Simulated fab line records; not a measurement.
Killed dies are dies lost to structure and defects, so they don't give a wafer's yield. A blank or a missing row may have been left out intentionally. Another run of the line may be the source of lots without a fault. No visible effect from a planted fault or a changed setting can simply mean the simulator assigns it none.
Chamber matching	flow n5_finfet	N5_BEOL_M0_SAQP_MANDREL2_REMOVE_110 on rie_si-01 has 4 sister chambers
The step chemistry HBr/Cl2/O2, target a-Si, stops on SiCN, bt time 10 s. 8 wafers are shown with their chamber, then 8 later ones without.

== WAFERS PAIRED WITH THEIR CHAMBERS ==
wafer	chamber	drypump_motor_current_A (A)	throttle_valve_pct (%)
L078.5	0	6.4	36.15
L084.1	2	5.3	36.73
L087.1	0	6.4	36.15
L087.3	3	5.6	36.57
L091.1	2	5.3	36.71
L091.2	1	5.9	36.59
L091.3	3	5.6	36.56
L092.2	1	5.8	36.58

== WAFERS WITH NO CHAMBER GIVEN ==
wafer	drypump_motor_current_A (A)	throttle_valve_pct (%)
L092.4	5.3	36.73
L092.5	5.3	36.71
L096.1	6.4	36.16
L096.3	5.3	36.72
L096.6	5.6	36.54
L097.3	5.9	36.58
L097.4	5.6	36.55
L097.6	5.8	36.56

== WHICH CHAMBER EACH ONE RAN IN ==
wafer	from the rows above	in truth
L092.4	2	2
L092.5	2	2
L096.1	0	0
L096.3	2	2
L096.6	3	3
L097.3	1	1
L097.4	3	3
L097.6	1	1
8 of 8 placed correctly. Can't be placed from these rows: 0. Wrongly placed: 0.
How it was worked out, from the rows above alone: a wafer's distance from a chamber is the root of the sum, over the readings, of the square of ((its reading less the chamber's mean) divided by the reading's scatter). The wafer belongs to the nearest chamber; if the next one is less than 2 further off, it can't be placed. For every chamber, the mean is computed from those of its wafers that are shown. The scatter is the square root of a quotient: the sum, over the shown wafers, of each reading's squared deviation from its chamber's mean, divided by wafers minus chambers.
